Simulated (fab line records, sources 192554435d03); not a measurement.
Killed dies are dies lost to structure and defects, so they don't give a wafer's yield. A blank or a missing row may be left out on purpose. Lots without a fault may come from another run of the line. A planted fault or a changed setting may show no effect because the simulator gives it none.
Chamber matching | flow n5_finfet | N5_MOL_CONTACT_COAG_DESCUM_45 on rie_diel-02: 4 sister chambers
The step chemistry O2, time 7 s. 8 wafers are shown with their chamber, then 8 later ones without.

WAFERS WITH THEIR CHAMBER
wafer  | chamber | drypump_motor_current_A (A) | showerhead_plenum_p_Torr (Torr)
L081.2 | 2       | 6.5                         | 2.01
L084.2 | 1       | 5.7                         | 2.06
L084.3 | 0       | 5.3                         | 2.21
L084.6 | 2       | 6.5                         | 2.01
L085.1 | 1       | 5.6                         | 2.06
L085.4 | 3       | 6.8                         | 2.24
L085.5 | 0       | 5.3                         | 2.21
L092.2 | 3       | 6.8                         | 2.23

WAFERS WITHOUT THEIR CHAMBER
wafer  | drypump_motor_current_A (A) | showerhead_plenum_p_Torr (Torr)
L092.5 | 6.4                         | 2.01
L092.6 | 5.6                         | 2.05
L094.1 | 6.8                         | 2.23
L094.4 | 5.3                         | 2.20
L094.6 | 5.3                         | 2.20
L096.3 | 6.8                         | 2.23
L096.4 | 6.5                         | 2.00
L096.5 | 6.5                         | 2.00

WHICH CHAMBER EACH WENT THROUGH
wafer  | from the rows above | in truth
L092.5 | 2                   | 2
L092.6 | 1                   | 1
L094.1 | 3                   | 3
L094.4 | 0                   | 0
L094.6 | 0                   | 0
L096.3 | 3                   | 3
L096.4 | 2                   | 2
L096.5 | 2                   | 2
Placed correctly: 8 of 8. Can't be placed from these rows: 0. Placed wrongly: 0.
How it was worked out, from the rows above alone: a wafer's distance from a chamber is the root of the sum, over the readings, of the square of ((its reading less the chamber's mean) divided by the reading's scatter). The wafer belongs to the nearest chamber; if the next one is less than 2 further off, it can't be placed. A chamber's mean is the mean of its shown wafers. The scatter: the root of (the sum of the squares of (reading less its chamber's mean) over the shown wafers, divided by (wafers less chambers)).
